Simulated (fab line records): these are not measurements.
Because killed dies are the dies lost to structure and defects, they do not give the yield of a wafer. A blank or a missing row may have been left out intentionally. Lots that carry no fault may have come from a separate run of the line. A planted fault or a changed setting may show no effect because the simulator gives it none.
Matching of chambers | flow nand harc | NHARC_A_WL_FILL_ALD_02 on ald metal-01: 4 sister chambers
The step deposits TiN, target thk 2 nm, pulse time 3 s, ald cycles 100. 18 wafers are shown with their chamber, then 9 later ones without.

## EACH WAFER AND ITS CHAMBER
wafer  | chamber | heater power w (W) | precursor pulse height rel
L074.3 | 0       | 1075               | 1.023
L074.4 | 1       | 1147               | 1.040
L074.5 | 0       | 1106               | 0.998
L075.3 | 3       | 988                | 1.017
L075.4 | 1       | 1129               | 0.979
L075.6 | 3       | 1029               | 1.018
L076.1 | 1       | 1151               | 1.034
L076.2 | 0       | 1121               | 1.015
L076.5 | 2       | 1210               | 0.987
L082.2 | 2       | 1186               | 0.985
L082.3 | 0       | 1159               | 0.995
L082.5 | 2       | 1181               | 0.989
L087.1 | 0       | 1150               | 1.000
L087.4 | 2       | 1175               | 0.978
L087.5 | 0       | 1176               | 1.011
L089.4 | 1       | 1205               | 1.020
L089.5 | 0       | 1131               | 1.009
L089.6 | 1       | 1240               | 1.024

SIGNATURES (means of the wafers above)
reading                    | chamber 0 | chamber 1 | chamber 2 | chamber 3 | scatter within a chamber
heater power w             | 1131.14   | 1174.40   | 1188.00   | 1008.50   | 35
precursor pulse height rel | 1.00729   | 1.01940   | 0.98475   | 1.01750   | 0.0146
Rule: for a wafer and a chamber, the distance is found by dividing, reading by reading, the gap between the wafer's reading and the chamber's mean by the reading's scatter, squaring, summing and taking the root. If the next closest chamber is less than 2 further off than the closest, the wafer can't be placed; otherwise it belongs to the closest. The scatter is the square root of a quotient: the sum, over the shown wafers, of each reading's squared deviation from its chamber's mean, divided by wafers minus chambers.

## WAFERS MISSING THEIR CHAMBER
wafer  | heater power w (W) | precursor pulse height rel
L090.1 | 1190               | 0.979
L090.3 | 984                | 0.980
L090.5 | 1211               | 1.008
L093.1 | 1189               | 1.027
L093.2 | 1222               | 1.000
L093.5 | 1146               | 1.002
L097.3 | 992                | 1.028
L097.4 | 1151               | 1.023
L097.5 | 1224               | 1.031

## WHICH CHAMBER EACH WENT THROUGH
wafer  | from the rows above          | in truth
L090.1 | 2                            | 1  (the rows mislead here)
L090.3 | can't be placed: 3 or 0      | 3
L090.5 | can't be placed: 1 or 2 or 0 | 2
L093.1 | can't be placed: 1 or 0      | 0
L093.2 | can't be placed: 2 or 1 or 0 | 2
L093.5 | can't be placed: 0 or 1 or 2 | 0
L097.3 | 3                            | 3
L097.4 | can't be placed: 1 or 0      | 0
L097.5 | can't be placed: 1 or 0 or 2 | 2
Placed correctly: 1 of 9. Cannot be placed on the basis of these rows: 7; the candidates contain the true chamber in 7. Number placed wrongly: 1.
